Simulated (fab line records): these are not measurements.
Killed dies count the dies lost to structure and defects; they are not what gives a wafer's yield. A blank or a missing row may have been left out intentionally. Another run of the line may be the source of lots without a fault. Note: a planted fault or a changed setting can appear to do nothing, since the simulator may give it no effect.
Split-lot study ; flow n5-finfet ; 21 wafers read from 7 lots, route of 1938 steps

## THE SPLIT ITSELF
At N5_BEOL_M15_EXPOSE_25 (exposes mask M15, target cd 400 nm), the setting dose-mj was moved away from the recipe's 35.5 on 4 of the 21 wafers read, by -6.3% to +3.2%. All remaining wafers had this setting at the recipe value.

## FROM THE SPLIT TO THE READING: what the file shows between them, 3 steps
- N5_BEOL_M15_PEB_26: peb time 90 s
- N5_BEOL_M15_DEVELOP_27: develop time 45 s
- N5_BEOL_M15_HARDBAKE_32: time 120 s

## THE READING
cd-nm at N5_BEOL_M15_CD_MEAS_28, given in nm (cd target 407.6 nm). On this fab line, fault-free wafers typically give 408.5 nm with a standard deviation of 1.8 nm.

wafer;tool, chamber at the split;dose-mj as run;against the recipe;cd-nm, nm;against lot-mates on the recipe
L079.2;krf-scanner-02, 0;35.5;recipe;406.6;-
L079.5;krf-scanner-02, 0;35.5;recipe;406.3;-
L079.6;krf-scanner-02, 0;34.77;-2.1%;403.7;-2.8
L080.1;krf-scanner-01, 0;35.5;recipe;409.1;-
L080.5;krf-scanner-01, 0;33.59;-5.4%;399.1;-11.5
L080.6;krf-scanner-01, 0;35.5;recipe;412.2;-
L083.1;krf-scanner-02, 0;35.5;recipe;405.5;-
L083.2;krf-scanner-02, 0;35.5;recipe;403.9;-
L083.4;krf-scanner-02, 0;36.63;+3.2%;414.3;+9.6
L088.2;krf-scanner-02, 0;35.5;recipe;406.0;-
L088.3;krf-scanner-02, 0;35.5;recipe;410.5;-
L088.5;krf-scanner-02, 0;35.5;recipe;406.3;-
L092.2;krf-scanner-02, 0;35.5;recipe;405.3;-
L092.5;krf-scanner-02, 0;35.5;recipe;408.1;-
L092.6;krf-scanner-02, 0;35.5;recipe;405.9;-
L095.1;krf-scanner-02, 0;33.26;-6.3%;398.3;-11.1
L095.3;krf-scanner-02, 0;35.5;recipe;410.6;-
L095.6;krf-scanner-02, 0;35.5;recipe;408.2;-
L097.2;krf-scanner-01, 0;35.5;recipe;410.1;-
L097.3;krf-scanner-01, 0;35.5;recipe;409.7;-
L097.6;krf-scanner-01, 0;35.5;recipe;407.5;-

THE FIT
A straight line over all 21 wafers: cd-nm changes by +1.64 nm for each +1% of dose-mj; r = +0.84; the points scatter about the line by 2.2 nm.
The same after taking each lot's own level away (the mean of its wafers on the recipe; 21 wafers): +2.06 nm for each +1%; r = +0.94; scatter 1.5 nm.
The reading moves by 13 nm for the largest change in dose-mj, on that fit.
The lots' own levels span 404.70 to 410.65 nm, that is 3.3 times the standard deviation above.
Thus the slope moves with the lot-to-lot level: the two fits are different.
Check: for one of the wafers moved furthest among these (-6.3%), held out of the fit, the line's prediction against its lot-mates is -14.2 nm. It came out at -11.1 nm against them.

## THESE WAFERS: OTHER SPLITS
Before the reading, these wafers also passed through other splits. Each is held against what the fit with the lots' levels taken away leaves over:
other split on the same wafers;wafers away from the commonest value;r with cd-nm (lot level and that fit taken away)
N5_BEOL_M11_COAT_59 spin-rpm;10;+0.26
N5_BEOL_M12_COAT_04 spin-rpm;5;+0.01
N5_BEOL_M12_ETCH_59 h2-flow-sccm;10;+0.25
N5_BEOL_M13_ETCH_68 time-s;7;-0.54
N5_BEOL_M14_PEB_26 peb-temp-c;8;+0.20
N5_BEOL_M14_TRENCH_ETCH_34 bias-w;10;-0.02

## THE WHOLE CHAIN: every reading that the file lists as answering this split, in the file's order
step;what it does;reading;change (the file's fit);r (the file's)
N5_BEOL_M15_CD_MEAS_28;target cd 407.6 nm;cd-nm;+2.03 nm for each +1% of the setting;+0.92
N5_BEOL_M15_DESCUM_33;chemistry O2, time 7.9 s;BEOL_M15.cd-nm (the simulator's own value, which no gauge read);+1.99 nm for each +1% of the setting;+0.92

## THE FILE'S OWN FIT
cd-nm changes by +2.03 nm for each +1% of dose-mj, r = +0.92.
